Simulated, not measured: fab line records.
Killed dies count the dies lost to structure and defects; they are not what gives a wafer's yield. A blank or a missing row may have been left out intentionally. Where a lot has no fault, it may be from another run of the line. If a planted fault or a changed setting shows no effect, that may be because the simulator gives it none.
Chamber matching ; flow nandHarc ; rieDiel-04 running NHARC_A_BLC_STRIP_29: 4 sister chambers
The step strips in CF4. 16 wafers are shown with their chamber, then 8 later ones without.

## EACH WAFER AND ITS CHAMBER
wafer;chamber;drypumpMotorCurrentA (A);showerheadPlenumPTorr (Torr);rfVppV (V)
L705.4;1;5.6;1.68;58.5
L705.5;1;5.5;1.68;58.5
L705.6;0;5.9;1.70;58.7
L709.4;1;5.6;1.68;59.3
L709.5;1;5.6;1.68;60.5
L709.6;2;5.4;1.81;59.5
L713.4;3;6.6;1.69;60.7
L713.5;2;5.4;1.80;61.0
L713.6;3;6.7;1.69;59.9
L714.4;0;5.9;1.70;59.0
L714.5;3;6.6;1.68;58.6
L714.6;1;5.6;1.68;59.3
L719.1;0;5.9;1.70;57.5
L719.3;1;5.6;1.68;59.9
L719.6;1;5.6;1.68;59.1
L723.1;2;5.4;1.80;59.6

SIGNATURES, as means of the wafers listed above
reading;chamber 0;chamber 1;chamber 2;chamber 3;scatter within a chamber
drypumpMotorCurrentA;5.900;5.586;5.400;6.633;0.0356
showerheadPlenumPTorr;1.7000;1.6800;1.8033;1.6867;0.00333
rfVppV;58.400;59.300;60.033;59.733;0.818
Rule: for each reading, subtract the chamber's mean from the wafer's reading, divide by that reading's scatter and square the result; add these up over the readings and take the root, which gives the wafer's distance from the chamber. If the next closest chamber is less than 2 further off than the closest, the wafer can't be placed; otherwise it belongs to the closest. The scatter: the root of (the sum of the squares of (reading less its chamber's mean) over the shown wafers, divided by (wafers less chambers)).

## WAFERS MISSING THEIR CHAMBER
wafer;drypumpMotorCurrentA (A);showerheadPlenumPTorr (Torr);rfVppV (V)
L723.2;5.9;1.70;58.8
L723.5;5.9;1.70;60.0
L726.3;5.9;1.69;60.0
L726.4;5.5;1.68;58.6
L726.6;5.9;1.70;59.3
L728.1;6.7;1.68;58.1
L728.2;5.9;1.70;58.0
L728.4;5.4;1.80;59.5

## WHICH CHAMBER EACH ONE RAN IN
wafer;from the rows above;in truth
L723.2;0;0
L723.5;0;0
L726.3;0;0
L726.4;1;1
L726.6;0;0
L728.1;3;3
L728.2;0;0
L728.4;2;2
Placed correctly: 8 of 8. From these rows, 0 cannot be placed. 0 placed wrongly.
